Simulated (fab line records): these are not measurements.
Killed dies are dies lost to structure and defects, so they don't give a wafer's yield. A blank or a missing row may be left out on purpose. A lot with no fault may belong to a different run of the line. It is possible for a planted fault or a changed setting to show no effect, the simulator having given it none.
Which of the tools did it? || flow nand-harc || Sampling: 24 lots, 72 wafers, 4 of 1302 route steps

== WHAT THE GAUGES READ, wafer by wafer ==
NHARC_P_M1_THK_MEAS_24: measures by xrf.
{"lot": "L074", "measured": "day 6 17:34", "on": "film-metro-01", "thk-nm (nm)": "159.0 159.3 159.1"}
{"lot": "L075", "measured": "day 6 19:55", "on": "film-metro-01", "thk-nm (nm)": "158.4 159.7 161.3"}
{"lot": "L076", "measured": "day 7 03:51", "on": "film-metro-02", "thk-nm (nm)": "157.9 156.9 158.1"}
{"lot": "L077", "measured": "day 7 12:26", "on": "film-metro-02", "thk-nm (nm)": "158.3 157.0 156.3"}
{"lot": "L078", "measured": "day 7 22:08", "on": "film-metro-02", "thk-nm (nm)": "160.7 158.1 158.6"}
{"lot": "L079", "measured": "day 8 18:08", "on": "film-metro-01", "thk-nm (nm)": "157.9 158.5 159.2"}
{"lot": "L080", "measured": "day 8 22:04", "on": "film-metro-01", "thk-nm (nm)": "158.3 158.3 157.7"}
{"lot": "L081", "measured": "day 9 04:45", "on": "film-metro-02", "thk-nm (nm)": "158.0 158.5 158.9"}
{"lot": "L082", "measured": "day 9 20:53", "on": "film-metro-02", "thk-nm (nm)": "161.2 158.3 158.6"}
{"lot": "L083", "measured": "day 10 06:01", "on": "film-metro-01", "thk-nm (nm)": "156.3 158.7 157.1"}
{"lot": "L084", "measured": "day 10 16:09", "on": "film-metro-01", "thk-nm (nm)": "158.3 157.2 156.2"}
{"lot": "L085", "measured": "day 10 23:02", "on": "film-metro-01", "thk-nm (nm)": "158.3 159.7 158.7"}
{"lot": "L086", "measured": "day 11 04:40", "on": "film-metro-02", "thk-nm (nm)": "156.8 157.9 156.8"}
{"lot": "L087", "measured": "day 11 15:53", "on": "film-metro-02", "thk-nm (nm)": "156.9 154.0 156.8"}
{"lot": "L088", "measured": "day 12 09:27", "on": "film-metro-02", "thk-nm (nm)": "158.1 159.0 156.8"}
{"lot": "L089", "measured": "day 12 21:23", "on": "film-metro-01", "thk-nm (nm)": "156.7 159.1 157.1"}
{"lot": "L090", "measured": "day 13 04:58", "on": "film-metro-02", "thk-nm (nm)": "157.3 156.7 160.8"}
{"lot": "L091", "measured": "day 13 09:07", "on": "film-metro-01", "thk-nm (nm)": "153.4 159.1 155.1"}
{"lot": "L092", "measured": "day 13 20:26", "on": "film-metro-01", "thk-nm (nm)": "157.0 157.4 157.1"}
{"lot": "L093", "measured": "day 14 06:22", "on": "film-metro-01", "thk-nm (nm)": "156.8 156.5 156.8"}
{"lot": "L094", "measured": "day 14 14:37", "on": "film-metro-02", "thk-nm (nm)": "159.1 157.3 158.5"}
{"lot": "L095", "measured": "day 14 23:34", "on": "film-metro-02", "thk-nm (nm)": "156.7 157.2 156.5"}
{"lot": "L096", "measured": "day 15 10:01", "on": "film-metro-01", "thk-nm (nm)": "159.5 157.5 158.9"}
{"lot": "L097", "measured": "day 15 23:59", "on": "film-metro-02", "thk-nm (nm)": "159.1 156.3 156.3"}

== EACH LOT AND THE TOOL THAT RAN IT (in order: tool; ch and the chambers of the sampled wafers; start) ==
{"lot": "L074", "NHARC_P_M0_DEGAS_28": "pvd-sputter-01, day 6 12:02", "NHARC_P_M0_PVD_21": "pvd-sputter-01, day 6 15:27 or earlier", "NHARC_P_M1_STRIP_18": "rie-diel-07 ch 0,2, day 6 15:27"}
{"lot": "L075", "NHARC_P_M0_DEGAS_28": "pvd-sputter-03, day 6 14:22", "NHARC_P_M0_PVD_21": "pvd-sputter-03, day 6 17:56 or earlier", "NHARC_P_M1_STRIP_18": "rie-diel-05 ch 1,2,3, day 6 17:56"}
{"lot": "L076", "NHARC_P_M0_DEGAS_28": "pvd-sputter-03, day 6 22:11", "NHARC_P_M0_PVD_21": "pvd-sputter-03, day 7 01:41 or earlier", "NHARC_P_M1_STRIP_18": "rie-diel-05 ch 0,1,3, day 7 01:41"}
{"lot": "L077", "NHARC_P_M0_DEGAS_28": "pvd-sputter-03, day 7 06:59", "NHARC_P_M0_PVD_21": "pvd-sputter-03, day 7 10:24 or earlier", "NHARC_P_M1_STRIP_18": "rie-diel-10 ch 0,2,3, day 7 10:24"}
{"lot": "L078", "NHARC_P_M0_DEGAS_28": "pvd-sputter-02, day 7 16:43", "NHARC_P_M0_PVD_21": "pvd-sputter-02, day 7 20:08 or earlier", "NHARC_P_M1_STRIP_18": "rie-diel-07 ch 0,1,2, day 7 20:08"}
{"lot": "L079", "NHARC_P_M0_DEGAS_28": "pvd-sputter-03, day 8 12:35", "NHARC_P_M0_PVD_21": "pvd-sputter-03, day 8 16:05 or earlier", "NHARC_P_M1_STRIP_18": "rie-diel-07 ch 0,1,2, day 8 16:05"}
{"lot": "L080", "NHARC_P_M0_DEGAS_28": "pvd-sputter-02, day 8 16:30", "NHARC_P_M0_PVD_21": "pvd-sputter-02, day 8 20:01 or earlier", "NHARC_P_M1_STRIP_18": "rie-diel-07 ch 0,1,2, day 8 20:01"}
{"lot": "L081", "NHARC_P_M0_DEGAS_28": "pvd-sputter-02, day 8 23:17", "NHARC_P_M0_PVD_21": "pvd-sputter-02, day 9 02:46 or earlier", "NHARC_P_M1_STRIP_18": "rie-diel-07 ch 0,2,3, day 9 02:46"}
{"lot": "L082", "NHARC_P_M0_DEGAS_28": "pvd-sputter-03, day 9 15:19", "NHARC_P_M0_PVD_21": "pvd-sputter-03, day 9 18:50 or earlier", "NHARC_P_M1_STRIP_18": "rie-diel-05 ch 0,1,3, day 9 18:50"}
{"lot": "L083", "NHARC_P_M0_DEGAS_28": "pvd-sputter-01, day 10 00:12", "NHARC_P_M0_PVD_21": "pvd-sputter-01, day 10 03:59 or earlier", "NHARC_P_M1_STRIP_18": "rie-diel-05 ch 0,2,3, day 10 03:59"}
{"lot": "L084", "NHARC_P_M0_DEGAS_28": "pvd-sputter-02, day 10 10:43", "NHARC_P_M0_PVD_21": "pvd-sputter-02, day 10 14:07 or earlier", "NHARC_P_M1_STRIP_18": "rie-diel-07 ch 0,2,3, day 10 14:07"}
{"lot": "L085", "NHARC_P_M0_DEGAS_28": "pvd-sputter-03, day 10 17:16", "NHARC_P_M0_PVD_21": "pvd-sputter-03, day 10 20:56 or earlier", "NHARC_P_M1_STRIP_18": "rie-diel-10 ch 0,1,3, day 10 20:56"}
{"lot": "L086", "NHARC_P_M0_DEGAS_28": "pvd-sputter-03, day 10 23:04", "NHARC_P_M0_PVD_21": "pvd-sputter-03, day 11 02:41 or earlier", "NHARC_P_M1_STRIP_18": "rie-diel-07 ch 0,2,3, day 11 02:41"}
{"lot": "L087", "NHARC_P_M0_DEGAS_28": "pvd-sputter-01, day 11 10:01", "NHARC_P_M0_PVD_21": "pvd-sputter-01, day 11 13:51 or earlier", "NHARC_P_M1_STRIP_18": "rie-diel-05 ch 0,2, day 11 13:51"}
{"lot": "L088", "NHARC_P_M0_DEGAS_28": "pvd-sputter-02, day 12 03:44", "NHARC_P_M0_PVD_21": "pvd-sputter-02, day 12 07:26 or earlier", "NHARC_P_M1_STRIP_18": "rie-diel-05 ch 0,2, day 12 07:26"}
{"lot": "L089", "NHARC_P_M0_DEGAS_28": "pvd-sputter-01, day 12 15:52", "NHARC_P_M0_PVD_21": "pvd-sputter-01, day 12 19:21 or earlier", "NHARC_P_M1_STRIP_18": "rie-diel-07 ch 1,2, day 12 19:21"}
{"lot": "L090", "NHARC_P_M0_DEGAS_28": "pvd-sputter-01, day 12 23:17", "NHARC_P_M0_PVD_21": "pvd-sputter-01, day 13 02:54 or earlier", "NHARC_P_M1_STRIP_18": "rie-diel-05 ch 2,3, day 13 02:54"}
{"lot": "L091", "NHARC_P_M0_DEGAS_28": "pvd-sputter-01, day 13 03:11", "NHARC_P_M0_PVD_21": "pvd-sputter-01, day 13 06:43 or earlier", "NHARC_P_M1_STRIP_18": "rie-diel-05 ch 0,2, day 13 06:43"}
{"lot": "L092", "NHARC_P_M0_DEGAS_28": "pvd-sputter-03, day 13 14:26", "NHARC_P_M0_PVD_21": "pvd-sputter-03, day 13 18:19 or earlier", "NHARC_P_M1_STRIP_18": "rie-diel-05 ch 0,2, day 13 18:19"}
{"lot": "L093", "NHARC_P_M0_DEGAS_28": "pvd-sputter-03, day 14 00:50", "NHARC_P_M0_PVD_21": "pvd-sputter-03, day 14 04:20 or earlier", "NHARC_P_M1_STRIP_18": "rie-diel-10 ch 1,3, day 14 04:20"}
{"lot": "L094", "NHARC_P_M0_DEGAS_28": "pvd-sputter-03, day 14 08:41", "NHARC_P_M0_PVD_21": "pvd-sputter-03, day 14 12:33 or earlier", "NHARC_P_M1_STRIP_18": "rie-diel-07 ch 0,1,2, day 14 12:33"}
{"lot": "L095", "NHARC_P_M0_DEGAS_28": "pvd-sputter-02, day 14 17:58", "NHARC_P_M0_PVD_21": "pvd-sputter-02, day 14 21:32 or earlier", "NHARC_P_M1_STRIP_18": "rie-diel-10 ch 0,1,2, day 14 21:32"}
{"lot": "L096", "NHARC_P_M0_DEGAS_28": "pvd-sputter-01, day 15 04:28", "NHARC_P_M0_PVD_21": "pvd-sputter-01, day 15 08:01 or earlier", "NHARC_P_M1_STRIP_18": "rie-diel-10 ch 1,3, day 15 08:01"}
{"lot": "L097", "NHARC_P_M0_DEGAS_28": "pvd-sputter-02, day 15 18:19", "NHARC_P_M0_PVD_21": "pvd-sputter-02, day 15 21:55 or earlier", "NHARC_P_M1_STRIP_18": "rie-diel-05 ch 0,2,3, day 15 21:55"}
- NHARC_P_M0_DEGAS_28: time 60 s.
- NHARC_P_M0_PVD_21: deposits Cu, target thk 30 nm, time 20.49 s.
- NHARC_P_M1_STRIP_18: strips in N2/H2.

== WHAT THE TOOLS THEMSELVES READ (means of the sampled wafers that have a number; where no wafer has one, the mark that the record gives instead) ==
NHARC_P_M0_DEGAS_28.
{"lot": "L074", "tool": "pvd-sputter-01", "heater-power-w (W)": 342}
{"lot": "L075", "tool": "pvd-sputter-03", "heater-power-w (W)": 333}
{"lot": "L076", "tool": "pvd-sputter-03", "heater-power-w (W)": 333}
{"lot": "L077", "tool": "pvd-sputter-03", "heater-power-w (W)": 329}
{"lot": "L078", "tool": "pvd-sputter-02", "heater-power-w (W)": 336}
{"lot": "L079", "tool": "pvd-sputter-03", "heater-power-w (W)": 313}
{"lot": "L080", "tool": "pvd-sputter-02", "heater-power-w (W)": 342}
{"lot": "L081", "tool": "pvd-sputter-02", "heater-power-w (W)": 344}
{"lot": "L082", "tool": "pvd-sputter-03", "heater-power-w (W)": 317}
{"lot": "L083", "tool": "pvd-sputter-01", "heater-power-w (W)": 326}
{"lot": "L084", "tool": "pvd-sputter-02", "heater-power-w (W)": 333}
{"lot": "L085", "tool": "pvd-sputter-03", "heater-power-w (W)": 331}
{"lot": "L086", "tool": "pvd-sputter-03", "heater-power-w (W)": 329}
{"lot": "L087", "tool": "pvd-sputter-01", "heater-power-w (W)": 339}
{"lot": "L088", "tool": "pvd-sputter-02", "heater-power-w (W)": 348}
{"lot": "L089", "tool": "pvd-sputter-01", "heater-power-w (W)": 317}
{"lot": "L090", "tool": "pvd-sputter-01", "heater-power-w (W)": 330}
{"lot": "L091", "tool": "pvd-sputter-01", "heater-power-w (W)": 346}
{"lot": "L092", "tool": "pvd-sputter-03", "heater-power-w (W)": 322}
{"lot": "L093", "tool": "pvd-sputter-03", "heater-power-w (W)": 327}
{"lot": "L094", "tool": "pvd-sputter-03", "heater-power-w (W)": 313}
{"lot": "L095", "tool": "pvd-sputter-02", "heater-power-w (W)": 348}
{"lot": "L096", "tool": "pvd-sputter-01", "heater-power-w (W)": 312}
{"lot": "L097", "tool": "pvd-sputter-02", "heater-power-w (W)": 339}

NHARC_P_M0_PVD_21.
{"lot": "L074", "tool": "pvd-sputter-01", "throttle-valve-pct (%)": 30.7}
{"lot": "L075", "tool": "pvd-sputter-03", "throttle-valve-pct (%)": 31.0}
{"lot": "L076", "tool": "pvd-sputter-03", "throttle-valve-pct (%)": 30.2}
{"lot": "L077", "tool": "pvd-sputter-03", "throttle-valve-pct (%)": 29.4}
{"lot": "L078", "tool": "pvd-sputter-02", "throttle-valve-pct (%)": 31.6}
{"lot": "L079", "tool": "pvd-sputter-03", "throttle-valve-pct (%)": 29.8}
{"lot": "L080", "tool": "pvd-sputter-02", "throttle-valve-pct (%)": 30.6}
{"lot": "L081", "tool": "pvd-sputter-02", "throttle-valve-pct (%)": 31.6}
{"lot": "L082", "tool": "pvd-sputter-03", "throttle-valve-pct (%)": 29.9}
{"lot": "L083", "tool": "pvd-sputter-01", "throttle-valve-pct (%)": 30.6}
{"lot": "L084", "tool": "pvd-sputter-02", "throttle-valve-pct (%)": 29.8}
{"lot": "L085", "tool": "pvd-sputter-03", "throttle-valve-pct (%)": 29.9}
{"lot": "L086", "tool": "pvd-sputter-03", "throttle-valve-pct (%)": 29.8}
{"lot": "L087", "tool": "pvd-sputter-01", "throttle-valve-pct (%)": 30.0}
{"lot": "L088", "tool": "pvd-sputter-02", "throttle-valve-pct (%)": 31.3}
{"lot": "L089", "tool": "pvd-sputter-01", "throttle-valve-pct (%)": 30.3}
{"lot": "L090", "tool": "pvd-sputter-01", "throttle-valve-pct (%)": 29.2}
{"lot": "L091", "tool": "pvd-sputter-01", "throttle-valve-pct (%)": 30.3}
{"lot": "L092", "tool": "pvd-sputter-03", "throttle-valve-pct (%)": 29.8}
{"lot": "L093", "tool": "pvd-sputter-03", "throttle-valve-pct (%)": 29.7}
{"lot": "L094", "tool": "pvd-sputter-03", "throttle-valve-pct (%)": 29.9}
{"lot": "L095", "tool": "pvd-sputter-02", "throttle-valve-pct (%)": 30.3}
{"lot": "L096", "tool": "pvd-sputter-01", "throttle-valve-pct (%)": 29.9}
{"lot": "L097", "tool": "pvd-sputter-02", "throttle-valve-pct (%)": 31.2}

NHARC_P_M1_STRIP_18.
{"lot": "L074", "tool": "rie-diel-07", "chamber-pressure-mTorr (mTorr)": 30.012, "drypump-motor-current-A (A)": 5.8, "oes-product-au (a.u.)": 0.989, "power-w (W)": 997, "rf-vpp-V (V)": 91.0, "showerhead-plenum-p-Torr (Torr)": 1.98, "throttle-valve-pct (%)": 14.170}
{"lot": "L075", "tool": "rie-diel-05", "chamber-pressure-mTorr (mTorr)": 30.018, "drypump-motor-current-A (A)": 5.2, "oes-product-au (a.u.)": 0.997, "power-w (W)": 1002, "rf-vpp-V (V)": 91.2, "showerhead-plenum-p-Torr (Torr)": 2.02, "throttle-valve-pct (%)": 14.170}
{"lot": "L076", "tool": "rie-diel-05", "chamber-pressure-mTorr (mTorr)": 30.002, "drypump-motor-current-A (A)": 5.5, "oes-product-au (a.u.)": 1.004, "power-w (W)": 999, "rf-vpp-V (V)": 90.9, "showerhead-plenum-p-Torr (Torr)": 2.02, "throttle-valve-pct (%)": 14.166}
{"lot": "L077", "tool": "rie-diel-10", "chamber-pressure-mTorr (mTorr)": 29.993, "drypump-motor-current-A (A)": 5.5, "oes-product-au (a.u.)": 1.002, "power-w (W)": 998, "rf-vpp-V (V)": 90.8, "showerhead-plenum-p-Torr (Torr)": 1.98, "throttle-valve-pct (%)": 14.176}
{"lot": "L078", "tool": "rie-diel-07", "chamber-pressure-mTorr (mTorr)": 29.991, "drypump-motor-current-A (A)": 6.0, "oes-product-au (a.u.)": 0.995, "power-w (W)": 998, "rf-vpp-V (V)": 90.1, "showerhead-plenum-p-Torr (Torr)": 2.05, "throttle-valve-pct (%)": 14.168}
{"lot": "L079", "tool": "rie-diel-07", "chamber-pressure-mTorr (mTorr)": 30.014, "drypump-motor-current-A (A)": 6.0, "oes-product-au (a.u.)": 0.995, "power-w (W)": 1001, "rf-vpp-V (V)": 91.5, "showerhead-plenum-p-Torr (Torr)": 2.05, "throttle-valve-pct (%)": 14.165}
{"lot": "L080", "tool": "rie-diel-07", "chamber-pressure-mTorr (mTorr)": 30.009, "drypump-motor-current-A (A)": 6.0, "oes-product-au (a.u.)": 1.001, "power-w (W)": 1001, "rf-vpp-V (V)": 89.8, "showerhead-plenum-p-Torr (Torr)": 2.05, "throttle-valve-pct (%)": 14.167}
{"lot": "L081", "tool": "rie-diel-07", "chamber-pressure-mTorr (mTorr)": 30.001, "drypump-motor-current-A (A)": 6.0, "oes-product-au (a.u.)": 1.003, "power-w (W)": 1000, "rf-vpp-V (V)": 89.4, "showerhead-plenum-p-Torr (Torr)": 1.98, "throttle-valve-pct (%)": 14.179}
{"lot": "L082", "tool": "rie-diel-05", "chamber-pressure-mTorr (mTorr)": 30.021, "drypump-motor-current-A (A)": 5.5, "oes-product-au (a.u.)": 1.008, "power-w (W)": 998, "rf-vpp-V (V)": 89.8, "showerhead-plenum-p-Torr (Torr)": 2.02, "throttle-valve-pct (%)": 14.163}
{"lot": "L083", "tool": "rie-diel-05", "chamber-pressure-mTorr (mTorr)": 30.008, "drypump-motor-current-A (A)": 5.5, "oes-product-au (a.u.)": 1.000, "power-w (W)": 1000, "rf-vpp-V (V)": 91.2, "showerhead-plenum-p-Torr (Torr)": 2.06, "throttle-valve-pct (%)": 14.173}
{"lot": "L084", "tool": "rie-diel-07", "chamber-pressure-mTorr (mTorr)": 30.013, "drypump-motor-current-A (A)": 6.0, "oes-product-au (a.u.)": 0.996, "power-w (W)": 1002, "rf-vpp-V (V)": 90.2, "showerhead-plenum-p-Torr (Torr)": 1.98, "throttle-valve-pct (%)": 14.174}
{"lot": "L085", "tool": "rie-diel-10", "chamber-pressure-mTorr (mTorr)": 29.990, "drypump-motor-current-A (A)": 5.6, "oes-product-au (a.u.)": 1.003, "power-w (W)": 1001, "rf-vpp-V (V)": 90.3, "showerhead-plenum-p-Torr (Torr)": 1.99, "throttle-valve-pct (%)": 14.165}
{"lot": "L086", "tool": "rie-diel-07", "chamber-pressure-mTorr (mTorr)": 29.990, "drypump-motor-current-A (A)": 6.0, "oes-product-au (a.u.)": 0.995, "power-w (W)": 1004, "rf-vpp-V (V)": 89.7, "showerhead-plenum-p-Torr (Torr)": 1.98, "throttle-valve-pct (%)": 14.166}
{"lot": "L087", "tool": "rie-diel-05", "chamber-pressure-mTorr (mTorr)": 30.012, "drypump-motor-current-A (A)": 5.3, "oes-product-au (a.u.)": 0.997, "power-w (W)": 1000, "rf-vpp-V (V)": 90.1, "showerhead-plenum-p-Torr (Torr)": 2.01, "throttle-valve-pct (%)": 14.177}
{"lot": "L088", "tool": "rie-diel-05", "chamber-pressure-mTorr (mTorr)": 30.012, "drypump-motor-current-A (A)": 5.6, "oes-product-au (a.u.)": 1.000, "power-w (W)": 998, "rf-vpp-V (V)": 90.8, "showerhead-plenum-p-Torr (Torr)": 2.02, "throttle-valve-pct (%)": 14.162}
{"lot": "L089", "tool": "rie-diel-07", "chamber-pressure-mTorr (mTorr)": 30.031, "drypump-motor-current-A (A)": 6.2, "oes-product-au (a.u.)": 0.991, "power-w (W)": 1000, "rf-vpp-V (V)": 90.9, "showerhead-plenum-p-Torr (Torr)": 2.13, "throttle-valve-pct (%)": 14.172}
{"lot": "L090", "tool": "rie-diel-05", "chamber-pressure-mTorr (mTorr)": 29.998, "drypump-motor-current-A (A)": 5.1, "oes-product-au (a.u.)": 0.989, "power-w (W)": 1002, "rf-vpp-V (V)": 91.0, "showerhead-plenum-p-Torr (Torr)": 2.05, "throttle-valve-pct (%)": 14.162}
{"lot": "L091", "tool": "rie-diel-05", "chamber-pressure-mTorr (mTorr)": 29.989, "drypump-motor-current-A (A)": 5.6, "oes-product-au (a.u.)": 1.000, "power-w (W)": 997, "rf-vpp-V (V)": 91.0, "showerhead-plenum-p-Torr (Torr)": 2.02, "throttle-valve-pct (%)": 14.167}
{"lot": "L092", "tool": "rie-diel-05", "chamber-pressure-mTorr (mTorr)": 30.000, "drypump-motor-current-A (A)": 5.6, "oes-product-au (a.u.)": 1.005, "power-w (W)": 1001, "rf-vpp-V (V)": 91.0, "showerhead-plenum-p-Torr (Torr)": 2.02, "throttle-valve-pct (%)": 14.172}
{"lot": "L093", "tool": "rie-diel-10", "chamber-pressure-mTorr (mTorr)": 30.008, "drypump-motor-current-A (A)": 5.6, "oes-product-au (a.u.)": 1.006, "power-w (W)": 1001, "rf-vpp-V (V)": 89.3, "showerhead-plenum-p-Torr (Torr)": 1.97, "throttle-valve-pct (%)": 14.171}
{"lot": "L094", "tool": "rie-diel-07", "chamber-pressure-mTorr (mTorr)": 29.997, "drypump-motor-current-A (A)": 6.0, "oes-product-au (a.u.)": 1.001, "power-w (W)": 999, "rf-vpp-V (V)": 90.6, "showerhead-plenum-p-Torr (Torr)": 2.04, "throttle-valve-pct (%)": 14.180}
{"lot": "L095", "tool": "rie-diel-10", "chamber-pressure-mTorr (mTorr)": 30.013, "drypump-motor-current-A (A)": 5.5, "oes-product-au (a.u.)": 0.992, "power-w (W)": 1001, "rf-vpp-V (V)": 90.3, "showerhead-plenum-p-Torr (Torr)": 2.00, "throttle-valve-pct (%)": 14.178}
{"lot": "L096", "tool": "rie-diel-10", "chamber-pressure-mTorr (mTorr)": 29.992, "drypump-motor-current-A (A)": 5.6, "oes-product-au (a.u.)": 1.007, "power-w (W)": 997, "rf-vpp-V (V)": 90.1, "showerhead-plenum-p-Torr (Torr)": 2.01, "throttle-valve-pct (%)": 14.159}
{"lot": "L097", "tool": "rie-diel-05", "chamber-pressure-mTorr (mTorr)": 29.987, "drypump-motor-current-A (A)": 5.4, "oes-product-au (a.u.)": 0.993, "power-w (W)": 999, "rf-vpp-V (V)": 91.1, "showerhead-plenum-p-Torr (Torr)": 2.06, "throttle-valve-pct (%)": 14.175}

== THE ANSWER, worked out from the rows above alone ==
Rule: usual is defined by the lots themselves. Put in order of their means at a reading, lots are off if they are a third of the lots or fewer, leave a main group of 4 or more, and stand apart from it by a gap of 3 or more times the standard deviation of the main group's means; of several such gaps the widest counts. The tables above print the reading to a certain number of digits; a main group whose means all agree to those digits is not used. Also off: a lot with no number at a reading for which 4 or more lots have one. Any other lot the step has rows for is counted as sound. Order of review: gauges by route order, followed by the tools' own readings, for which a lot's mean as printed above is used. The first step at which some lot is off is used, and at that step the reading that is off furthest; a lot without a number counts as furthest.
Across all readings shown, no lot is off: no conclusion can be drawn from this.

== WHAT WAS PUT IN BY THE SIMULATOR ==
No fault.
